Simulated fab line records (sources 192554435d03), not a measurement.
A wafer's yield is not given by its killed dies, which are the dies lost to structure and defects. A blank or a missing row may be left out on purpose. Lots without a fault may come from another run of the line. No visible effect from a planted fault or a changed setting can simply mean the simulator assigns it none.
fab line records | flow n5-finfet
record lots=10 | wafers=30 | last-day=16
route steps=1938 shown GATE_CUT@465 PASS1_CAP@1873 PAD_METAL@1896 PASSIVATION@1928
lots with no fault: from the same line, run without faults
start-h: hours from the record's opening day to when the first of the lot's shown wafers began | wait-h: hours from the lot's prior step to this one | " identical to the entry in the row above | L1.1+2: one row covering several wafers at once | - value missing, or start not given | * or withheld: withheld | < > ~ a bound
route shown NAME@n: NAME is a module with steps in the file, n the number in the route of the first one | usual: average and standard deviation across the fault-free wafers | same: alike in all rows | chamber/n: place in a boat | sites: per-site readings | _std_site: standard deviation across them | _edge_site: the outer-site mean with the inner-site mean subtracted | radius-mm: how far each site lies from the wafer's centre | mask NAME#n: copy n | behind: the last tool/chamber to shape the wafer | hold: reason for holding the lot/hours on hold/outcome of the hold | device: transistor that didn't switch, given as n, p or np | end of line: the same wafers' tests at the end of the route | a step without rows: its recipe alone | killed: at the first sort, the dies lost to defects and structure; wafer yield is something else | map: a wafer's dies, marking killed ones x, the rest . and places with no die _
set.NAME: the setting the step ran with; set.NAME@STEP: the setting that earlier step ran with | model.NAME: the simulator's own value behind a step, which no gauge read
a sample of lots followed through the steps of the route, with each step as a table and each wafer as a row
services: the hour from which a tool's chamber was out of use, counted from the record's first day as start-h (under 0 if before that day), plus the number of hours and why
## steps
# step N5_GATE_CUT_ETCHBACK_00
# recipe chemistry=SF6/Cl2 | target=W | pressure-mtorr=8 | icp-w=900 | bias-w=80 | SF6_flow_sccm=40 | Cl2_flow_sccm=60
# usual chamber-pressure-mTorr=8.000/0.0073 | drypump-motor-current-A=5.8/0.34 | mfc-cl2-sccm=59.95/0.17 | oes-product-au=0.72/0.075 | throttle-valve-pct=27.6/0.31
lot.wafer | tool         | chamber | start-h | wait-h | chamber-pressure-mTorr | drypump-motor-current-A | mfc-cl2-sccm | oes-product-au | rf-hours-counter-h | throttle-valve-pct
L777.2    | rie-metal-01 | 0       | 80.61   | 0.0    | 7.989                  | 6.0                     | 59.73        | 0.72           | 63                 | 27.2
L777.3    | "            | 0       | "       | "      | 8.003                  | 6.0                     | 59.91        | 0.71           | -                  | 27.3
L777.5    | "            | 0       | "       | "      | 8.001                  | 6.0                     | 59.83        | 0.71           | -                  | 27.2
L778.3    | rie-metal-02 | 0       | 86.99   | 0.1    | 8.005                  | 5.3                     | 59.86        | 0.64           | -                  | 27.4
L778.5    | "            | 0       | "       | "      | 7.999                  | 5.3                     | 59.86        | 0.64           | -                  | 27.4
L778.6    | "            | 1       | "       | "      | 7.977                  | 5.9                     | 60.15        | 0.74           | -                  | 27.7
L780.2    | rie-metal-02 | 1       | 100.09  | 0.0    | 7.992                  | 5.9                     | 59.95        | 0.74           | 58                 | 27.7
L780.4    | "            | 0       | "       | "      | 7.999                  | 5.3                     | 59.93        | 0.64           | -                  | 27.4
L780.5    | "            | 1       | "       | "      | 7.996                  | 5.9                     | 59.97        | 0.75           | -                  | 27.7
L782.3    | rie-metal-01 | 1       | 110.78  | 0.1    | 8.004                  | 5.5                     | 60.07        | 0.79           | -                  | 28.1
L782.4    | "            | 0       | "       | "      | 7.993                  | 6.0                     | 59.99        | 0.71           | -                  | 27.3
L782.6    | "            | 1       | "       | "      | 7.994                  | 5.5                     | 60.17        | 0.80           | -                  | 28.1
L783.1    | rie-metal-03 | 0       | 115.78  | 0.0    | 7.994                  | 6.3                     | 59.87        | 0.79           | 36                 | 27.7
L783.3    | "            | 1       | "       | "      | 8.001                  | 5.4                     | 60.15        | 0.59           | -                  | 27.2
L783.4    | "            | 0       | "       | "      | 7.999                  | 6.3                     | 59.96        | 0.79           | -                  | 27.6
L784.1    | rie-metal-01 | 0       | 124.10  | 0.0    | 7.997                  | 6.0                     | 60.35        | 0.70           | 66                 | 27.2
L784.2    | "            | 1       | "       | "      | 8.001                  | 5.5                     | 59.86        | 0.78           | 32                 | 28.1
L784.5    | "            | 0       | "       | "      | 8.009                  | 6.0                     | 59.92        | 0.71           | -                  | 27.2
L788.3    | rie-metal-02 | 0       | 155.53  | 0.1    | 8.001                  | 5.3                     | 60.22        | 0.62           | -                  | 27.4
L788.4    | "            | 1       | "       | "      | 7.999                  | 5.9                     | 59.87        | 0.73           | -                  | 27.7
L788.6    | "            | 0       | "       | "      | 8.000                  | 5.3                     | 59.99        | 0.63           | -                  | 27.4
L790.3    | rie-metal-03 | 0       | 158.36  | 0.1    | 8.002                  | 6.3                     | 59.72        | 0.80           | -                  | 27.7
L790.5    | "            | 0       | "       | "      | 8.007                  | 6.3                     | 59.87        | 0.79           | -                  | 27.6
L790.6    | "            | 0       | "       | "      | 7.991                  | 6.2                     | 59.86        | 0.79           | -                  | 27.6
L792.3    | rie-metal-01 | 1       | 170.38  | 0.1    | 7.986                  | 5.5                     | 60.07        | 0.79           | -                  | 28.1
L792.5    | "            | 1       | "       | "      | 7.999                  | 5.5                     | 59.94        | 0.77           | -                  | 28.1
L792.6    | "            | 0       | "       | "      | 7.991                  | 6.0                     | 59.74        | 0.69           | -                  | 27.2
L793.1    | rie-metal-01 | 0       | 175.39  | 0.0    | 8.003                  | 5.9                     | 60.06        | 0.69           | 70                 | 27.3
L793.2    | "            | 1       | "       | "      | 8.012                  | 5.5                     | 60.15        | 0.78           | 37                 | 28.1
L793.4    | "            | 1       | "       | "      | 8.018                  | 5.5                     | 60.05        | 0.77           | -                  | 28.1
# step N5_PASSIVATION_PECVD_55
# recipe material=SiO2 | target-thk-a=4000 | temp-c=400 | precursor=SiH4/N2O | pressure-torr=2.7 | rf-w=608 | time-s=22.5
# usual heater-power-w=617/74 | showerhead-plenum-p-Torr=8.13/0.16 | throttle-valve-pct=50.7/3
lot.wafer | tool     | chamber | start-h | wait-h | heater-power-w | showerhead-plenum-p-Torr | throttle-valve-pct
L777.2    | pecvd-02 | 2       | 256.10  | 0.0    | 432            | 8.16                     | 52.4
L777.3    | "        | 2       | "       | "      | 459            | 8.16                     | 52.2
L777.5    | "        | 0       | "       | "      | 623            | 8.20                     | 50.6
L778.3    | pecvd-04 | 1       | 273.49  | 0.0    | 616            | 7.96                     | 49.0
L778.5    | "        | 0       | "       | "      | 566            | 8.20                     | 57.1
L778.6    | "        | 1       | "       | "      | 641            | 7.95                     | 48.8
L780.2    | pecvd-04 | 1       | 286.81  | 0.0    | 620            | 7.95                     | 49.1
L780.4    | "        | 0       | "       | "      | 588            | 8.19                     | 57.1
L780.5    | "        | 1       | "       | "      | 641            | 7.95                     | 48.8
L782.3    | pecvd-02 | 0       | 287.15  | 0.0    | 604            | 8.21                     | 50.5
L782.4    | "        | 1       | "       | "      | 711            | 8.05                     | 47.3
L782.6    | "        | 0       | "       | "      | 642            | 8.19                     | 50.8
L783.1    | pecvd-02 | 1       | 291.26  | 0.0    | 768            | 8.04                     | 47.0
L783.3    | "        | 0       | "       | "      | 652            | 8.21                     | 50.7
L783.4    | "        | 2       | "       | "      | 486            | 8.18                     | 52.5
L784.1    | pecvd-04 | 2       | 319.40  | 0.0    | 633            | 8.30                     | 48.0
L784.2    | "        | 0       | "       | "      | 579            | 8.23                     | 57.2
L784.5    | "        | 1       | "       | "      | 621            | 7.95                     | 49.2
L790.3    | pecvd-03 | 0       | 356.45  | 0.0    | 714            | 7.81                     | 51.3
L790.5    | "        | 2       | "       | "      | 680            | 8.30                     | 47.1
L790.6    | "        | 1       | "       | "      | 612            | 8.23                     | 52.6
L788.3    | pecvd-04 | 2       | 359.38  | 0.0    | 656            | 8.31                     | 48.1
L788.4    | "        | 0       | "       | "      | 560            | 8.23                     | 57.1
L788.6    | "        | 2       | "       | "      | 636            | 8.31                     | 48.1
L792.3    | pecvd-03 | 1       | 361.31  | 0.0    | 590            | 8.21                     | 52.7
L792.5    | "        | 1       | "       | "      | 627            | 8.20                     | 52.7
L792.6    | "        | 0       | "       | "      | 664            | 7.82                     | 51.5
L793.1    | pecvd-03 | 1       | 361.85  | 0.0    | 688            | 8.21                     | 52.6
L793.2    | "        | 2       | "       | "      | 647            | 8.33                     | 46.8
L793.4    | "        | 2       | "       | "      | 679            | 8.33                     | 46.8
# step N5_PASSIVATION_AL_DEP_21
# recipe material=Al | target-thk-a=28000 | temp-c=400 | time-s=170 | power-w=30000 | chamber-pressure-pa=0.4 | gas=Ar
# usual throttle-valve-pct=29.5/0.99
lot.wafer | tool           | chamber | start-h | wait-h | throttle-valve-pct
L777.2    | pvd-sputter-01 | -       | 258.93  | 0.1    | 28.5
L777.3    | "              | -       | "       | "      | 29.7
L777.5    | "              | -       | "       | "      | 29.6
L778.3    | pvd-sputter-02 | -       | 279.26  | 0.1    | 28.9
L778.5    | "              | -       | "       | "      | 28.8
L778.6    | "              | -       | "       | "      | 30.3
L782.3    | pvd-sputter-01 | -       | 289.88  | 0.1    | 30.3
L782.4    | "              | -       | "       | "      | 28.7
L782.6    | "              | -       | "       | "      | 30.2
L780.2    | pvd-sputter-03 | -       | 293.02  | 0.1    | 29.6
L780.4    | "              | -       | "       | "      | 29.9
L780.5    | "              | -       | "       | "      | 29.7
L783.1    | pvd-sputter-03 | -       | 294.42  | 0.1    | 29.5
L783.3    | "              | -       | "       | "      | 31.8
L783.4    | "              | -       | "       | "      | 29.6
L784.1    | pvd-sputter-02 | -       | 321.70  | 0.1    | 27.7
L784.2    | "              | -       | "       | "      | 28.7
L784.5    | "              | -       | "       | "      | 28.8
L790.3    | pvd-sputter-02 | -       | 358.71  | 0.1    | 28.5
L790.5    | "              | -       | "       | "      | 29.5
L790.6    | "              | -       | "       | "      | 27.9
L793.1    | pvd-sputter-02 | -       | 364.25  | 0.1    | 28.0
L793.2    | "              | -       | "       | "      | 29.9
L793.4    | "              | -       | "       | "      | 29.1
L788.3    | pvd-sputter-03 | -       | 364.59  | 0.1    | 29.7
L788.4    | "              | -       | "       | "      | 29.4
L788.6    | "              | -       | "       | "      | 32.0
L792.3    | pvd-sputter-02 | -       | 368.85  | 0.1    | 30.0
L792.5    | "              | -       | "       | "      | 29.7
L792.6    | "              | -       | "       | "      | 27.6
# step N5_PASSIVATION_DESCUM_46
# recipe chemistry=O2 | time-s=7.9 | source-power-w=50 | bias-power-w=20 | pressure-mtorr=20 | rf-frequency-hz=2.712e+07 | temp-c=40 | o2-flow-sccm=225
# usual chamber-pressure-mTorr=20.000/0.019 | drypump-motor-current-A=5.7/0.34 | oes-product-au=0.80/0.073 | rf-vpp-V=242.9/1.2 | showerhead-plenum-p-Torr=2.08/0.071 | temp-c=40.00/0.12 | throttle-valve-pct=20.32/0.14
lot.wafer | tool        | chamber | start-h | wait-h | chamber-pressure-mTorr | drypump-motor-current-A | oes-product-au | rf-hours-counter-h | rf-vpp-V | showerhead-plenum-p-Torr | temp-c | throttle-valve-pct
L777.2    | rie-diel-02 | 2       | 261.70  | 0.3    | 20.011                 | 5.7                     | 0.84           | 70                 | 242.2    | 2.03                     | 39.91  | 20.19
L777.3    | "           | 1       | "       | "      | 20.026                 | 5.8                     | 0.85           | 49                 | 242.6    | 2.04                     | 40.04  | 20.22
L777.5    | "           | 0       | "       | "      | 19.997                 | 5.9                     | 0.70           | -                  | 243.8    | 2.17                     | 39.87  | 20.27
L778.3    | rie-diel-06 | 0       | 282.45  | 0.0    | 20.015                 | 5.3                     | 0.79           | 88                 | 244.4    | 2.21                     | 40.12  | 20.39
L778.5    | "           | 1       | "       | "      | 20.010                 | 5.6                     | 0.72           | -                  | 242.8    | 2.07                     | 40.11  | 20.33
L778.6    | "           | 2       | "       | "      | 19.988                 | 5.7                     | 0.85           | -                  | 242.8    | 2.03                     | 40.07  | 20.20
L782.3    | rie-diel-02 | 2       | 292.27  | 0.1    | 19.971                 | 5.7                     | 0.82           | 78                 | 241.4    | 2.03                     | 40.17  | 20.20
L782.4    | "           | 0       | "       | "      | 19.998                 | 5.9                     | 0.69           | 207                | 243.3    | 2.17                     | 40.24  | 20.30
L782.6    | "           | 0       | "       | "      | 19.992                 | 5.8                     | 0.69           | -                  | 245.3    | 2.17                     | 40.12  | 20.30
L780.2    | rie-diel-02 | 3       | 295.60  | 0.0    | 19.996                 | 5.2                     | 0.70           | 229                | 244.4    | 2.15                     | 39.92  | 20.34
L780.4    | "           | 1       | "       | "      | 20.022                 | 5.8                     | 0.84           | 60                 | 242.8    | 2.04                     | 40.12  | 20.24
L780.5    | "           | 2       | "       | "      | 20.000                 | 5.7                     | 0.82           | -                  | 241.6    | 2.03                     | 40.04  | 20.21
L783.1    | rie-diel-02 | 1       | 296.75  | 0.0    | 20.030                 | 5.9                     | 0.83           | 61                 | 241.8    | 2.04                     | 40.13  | 20.26
L783.3    | "           | 2       | "       | "      | 20.009                 | 5.7                     | 0.83           | 79                 | 241.7    | 2.03                     | 40.03  | 20.21
L783.4    | "           | 3       | "       | "      | 20.020                 | 5.2                     | 0.70           | 229                | 244.4    | 2.15                     | 40.12  | 20.33
L784.1    | rie-diel-01 | 3       | 324.22  | 0.1    | 19.991                 | 6.5                     | 0.86           | 61                 | 242.5    | 2.04                     | 40.08  | 20.27
L784.2    | "           | 1       | "       | "      | 19.983                 | 5.5                     | 0.91           | 20                 | 241.8    | 2.06                     | 39.91  | 20.67
L784.5    | "           | 3       | "       | "      | 19.999                 | 6.4                     | 0.86           | -                  | 242.7    | 2.04                     | 40.11  | 20.28
L790.3    | rie-diel-01 | 0       | 361.07  | 0.0    | 20.004                 | 5.2                     | 0.85           | 63                 | 242.4    | 2.03                     | 39.93  | 20.34
L790.5    | "           | 3       | "       | "      | 19.987                 | 6.4                     | 0.85           | -                  | 242.5    | 2.03                     | 39.94  | 20.29
L790.6    | "           | 2       | "       | "      | 20.007                 | 5.7                     | 0.79           | -                  | 242.3    | 2.03                     | 39.75  | 20.15
L793.1    | rie-diel-06 | 0       | 366.54  | 0.0    | 20.015                 | 5.3                     | 0.76           | 116                | 246.2    | 2.20                     | 39.98  | 20.45
L793.2    | "           | 2       | "       | "      | 20.021                 | 5.7                     | 0.82           | 82                 | 241.7    | 2.02                     | 40.01  | 20.25
L793.4    | "           | 1       | "       | "      | 19.988                 | 5.6                     | 0.69           | 235                | 242.3    | 2.06                     | 40.23  | 20.37
L788.3    | rie-diel-06 | 3       | 367.48  | 0.6    | 20.019                 | 6.2                     | 0.91           | 34                 | 244.4    | 2.23                     | 39.67  | 20.23
L788.4    | "           | 0       | "       | "      | 20.005                 | 5.3                     | 0.76           | 117                | 243.6    | 2.20                     | 40.04  | 20.44
L788.6    | "           | 2       | "       | "      | 19.979                 | 5.7                     | 0.82           | -                  | 242.0    | 2.02                     | 40.07  | 20.28
L792.3    | rie-diel-02 | 1       | 371.40  | 0.0    | 20.023                 | 5.9                     | 0.80           | 89                 | 242.4    | 2.03                     | 40.04  | 20.29
L792.5    | "           | 0       | "       | "      | 19.993                 | 5.9                     | 0.67           | -                  | 243.6    | 2.16                     | 39.99  | 20.34
L792.6    | "           | 1       | "       | "      | 20.012                 | 5.8                     | 0.80           | -                  | 241.0    | 2.03                     | 39.99  | 20.30
# step N5_PASSIVATION_PROBE_49
# usual defect-limited-yield=90.9/1.3 | killed_at_M0_to_M3=35/10 | killed_at_M4_up=15/5.7 | killed-at-contacts=14/6.4 | killed-at-front-end=40/11 | killed-at-other=4/3.1 | killed-dies=108/16 | killed-open=71/11 | killed-short=34/7.7 | sort_bin_5_function=5.4/0.9 | sort_bin_6_memory=3.4/0.61 | sort-n-pass=1072/16 | sort-yield-pct=90.9/1.3
# same gross-dies=1180 | killed-at-back-side=0 | sort_bin_4_leakage[%]=0 | sort_bin_8_speed[%]=0
lot.wafer | tool      | chamber | start-h | wait-h | defect-limited-yield[%] | killed_at_M0_to_M3 | killed_at_M4_up | killed-at-contacts | killed-at-front-end | killed-at-other | killed-dies | killed-open | killed-short | sort_bin_5_function[%] | sort_bin_6_memory[%] | sort-n-pass | sort-yield-pct[%]
L793.1    | prober-01 | -       | 369.59  | 0.0    | 84.7                    | 36                 | 16              | 9                  | 115                 | 5               | 181         | 61          | 32           | 9.7                    | 3.2                  | 999         | 84.7
L793.2    | prober-01 | -       | 369.64  | 0.1    | 82.0                    | 27                 | 14              | 16                 | 153                 | 2               | 212         | 58          | 31           | 11.2                   | 3.6                  | 968         | 82.0
L793.4    | prober-01 | -       | 369.74  | 0.2    | 80.8                    | 47                 | 12              | 4                  | 158                 | 5               | 226         | 70          | 20           | 12.4                   | 4.3                  | 954         | 80.8
L792.3    | prober-01 | -       | 375.15  | 0.1    | 83.1                    | 24                 | 12              | 8                  | 152                 | 3               | 199         | 44          | 23           | 10.5                   | 3.5                  | 981         | 83.1
L792.5    | prober-01 | -       | 375.25  | 0.2    | 81.4                    | 41                 | 10              | 11                 | 153                 | 4               | 219         | 64          | 27           | 11.3                   | 4.3                  | 961         | 81.4
L792.6    | prober-01 | -       | 375.30  | 0.3    | 84.9                    | 30                 | 15              | 20                 | 112                 | 1               | 178         | 72          | 24           | 9.9                    | 3.2                  | 1002        | 84.9
# killed by level:class
L793.1 GATE_CUT:unspecified=86 MOL_CONTACT_COAG:geometric-particle:open=9 BEOL_M0_SAQP:geometric-particle:open=8 FIN_SAQP:geometric-particle:open=7 GATE_CUT:geometric-particle:short=6 BEOL_M2:geometric-particle:open=6 BEOL_M0_SAQP:geometric-particle:short=5 FIN_SAQP:geometric-particle:short=4
L793.2 GATE_CUT:unspecified=123 MOL_CONTACT_COAG:geometric-particle:open=14 FIN_SAQP:geometric-particle:open=7 BEOL_M0_SAQP:geometric-particle:open=7 FIN_SAQP:geometric-particle:short=6 BEOL_M4:geometric-particle:open=6 BEOL_M0:geometric-particle:open=5 BEOL_M0_SAQP:geometric-particle:short=5
L793.4 GATE_CUT:unspecified=133 BEOL_M2:geometric-particle:open=17 BEOL_M1:geometric-particle:open=9 FIN_SAQP:geometric-particle:open=6 BEOL_M0_SAQP:geometric-particle:short=6 DUMMY_GATE:geometric-particle:open=5 BEOL_M0_SAQP:geometric-particle:open=5 BEOL_M0:geometric-particle:open=5
L792.3 GATE_CUT:unspecified=132 MOL_CONTACT_COAG:geometric-particle:open=8 BEOL_M2:geometric-particle:open=7 BEOL_M1:geometric-particle:open=5 STI_FIN_REVEAL:geometric-particle:open=4 BEOL_M0_SAQP:geometric-particle:open=4 BEOL_M3:geometric-particle:open=4 STARTING-WAFER:geometric-particle:short=4
L792.5 GATE_CUT:unspecified=127 MOL_CONTACT_COAG:geometric-particle:open=10 BEOL_M2:geometric-particle:open=9 BEOL_M1:geometric-particle:open=8 STI_FIN_REVEAL:geometric-particle:open=7 BEOL_M3:geometric-particle:open=7 BEOL_M0_SAQP:geometric-particle:short=6 DUMMY_GATE:geometric-particle:open=5
L792.6 GATE_CUT:unspecified=81 MOL_CONTACT_COAG:geometric-particle:open=15 STI_FIN_REVEAL:geometric-particle:open=10 BEOL_M4:geometric-particle:open=9 BEOL_M2:geometric-particle:open=7 BEOL_M3:geometric-particle:open=6 FIN_SAQP:geometric-particle:open=5 FIN_SAQP:geometric-particle:short=5
## services
tool           | chamber | start-h | hours | kind
pecvd-03       | -       | 59.53   | 0.8   | repair
pecvd-02       | -       | 61.71   | 3.7   | repair
pvd-sputter-03 | -       | 84.08   | 5.1   | repair
rie-diel-06    | 2       | 112.37  | 4.9   | repair
rie-diel-01    | 0       | 119.86  | 2.2   | repair
rie-metal-02   | -       | 142.27  | 2.2   | repair
rie-diel-06    | 1       | 164.44  | 9.9   | repair
pvd-sputter-02 | -       | 174.26  | 5.0   | repair
pecvd-03       | 1       | 175.64  | 10.2  | repair
rie-metal-01   | -       | 176.48  | 14.6  | pm
rie-diel-01    | 3       | 177.60  | 5.2   | repair
pecvd-02       | -       | 181.53  | 0.9   | repair
rie-diel-06    | 1       | 183.55  | 8.8   | repair
rie-diel-02    | 0       | 212.15  | 22.1  | repair
rie-diel-06    | 3       | 215.95  | 2.9   | repair
pecvd-02       | -       | 229.79  | 2.9   | repair
pecvd-04       | -       | 247.94  | 0.7   | repair
rie-metal-03   | -       | 265.67  | 0.1   | repair
rie-diel-02    | 2       | 281.00  | 6.7   | repair
rie-metal-02   | -       | 291.07  | 2.8   | pm
rie-diel-01    | 2       | 307.95  | 1.8   | repair
rie-metal-01   | 0       | 342.08  | 12.0  | repair
pecvd-02       | -       | 357.71  | 14.6  | pm
rie-diel-06    | 0       | 360.39  | 6.0   | repair
## key
first-sign step=N5_PASSIVATION_PROBE_49 | reading=killed-at-front-end | direction=up | sigmas=8.8 | usual=40 | struck=140
effect step=N5_PASSIVATION_PROBE_49 | reading=defect-limited-yield | direction=down | sigmas=6 | usual=90.9 | struck=82.8
more-kills-born-at N5_GATE_CUT_ETCHBACK_00@rie-metal-01=682
met-at N5_GATE_CUT_ETCHBACK_00
struck-lots L792,L793
not-acting-at N5_PASSIVATION_PECVD_55,N5_PASSIVATION_AL_DEP_21,N5_PASSIVATION_DESCUM_46
onset-between 124.10 170.38
fault kind=chamber-particle-source | tool=rie-metal-01 | chamber=- | onset-h=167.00 | steps=N5_GATE_CUT_ETCHBACK_00 | rate-per-visit-cm2=1.0525 | end-h=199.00
